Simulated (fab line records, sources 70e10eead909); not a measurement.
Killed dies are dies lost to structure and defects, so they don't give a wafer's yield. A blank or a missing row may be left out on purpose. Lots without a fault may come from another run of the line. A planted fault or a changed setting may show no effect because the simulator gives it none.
Chamber matching | flow nand_harc | NHARC_A_STAIRCASE_ALD_415 on ald_hk-02: 4 sister chambers
The step deposits SiO2, target thk 30 nm, pulse time 6 s, ald cycles 300. 8 wafers are shown with their chamber, then 8 later ones without.

WAFERS WITH THEIR CHAMBER
wafer  | chamber | heater_power_w (W) | precursor_pulse_height_rel
L082.2 | 3       | 467                | 1.010
L088.1 | 2       | 434                | 1.005
L088.4 | 0       | 508                | 1.027
L088.5 | 1       | 470                | 0.965
L087.1 | 0       | 516                | 1.002
L087.3 | 2       | 432                | 1.006
L087.5 | 3       | 473                | 1.048
L092.1 | 1       | 470                | 1.012

WAFERS WITHOUT THEIR CHAMBER
wafer  | heater_power_w (W) | precursor_pulse_height_rel
L092.2 | 511                | 0.975
L092.6 | 431                | 0.992
L093.1 | 436                | 0.976
L093.3 | 465                | 1.006
L093.6 | 443                | 0.987
L096.1 | 459                | 1.009
L096.2 | 469                | 0.984
L096.6 | 448                | 1.009

WHICH CHAMBER EACH WENT THROUGH
wafer  | from the rows above     | in truth
L092.2 | 0                       | 0
L092.6 | 2                       | 2
L093.1 | 2                       | 2
L093.3 | can't be placed: 1 or 3 | 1
L093.6 | 2                       | 2
L096.1 | can't be placed: 3 or 1 | 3
L096.2 | can't be placed: 1 or 3 | 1
L096.6 | can't be placed: 2 or 3 | 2
Placed correctly: 4 of 8. Can't be placed from these rows: 4 (the true chamber is among the candidates in 4). Placed wrongly: 0.
How it was worked out, from the rows above alone: a wafer's distance from a chamber is the root of the sum, over the readings, of the square of ((its reading less the chamber's mean) divided by the reading's scatter). The wafer belongs to the nearest chamber; if the next one is less than 2 further off, it can't be placed. A chamber's mean is the mean of its shown wafers. The scatter: the root of (the sum of the squares of (reading less its chamber's mean) over the shown wafers, divided by (wafers less chambers)).
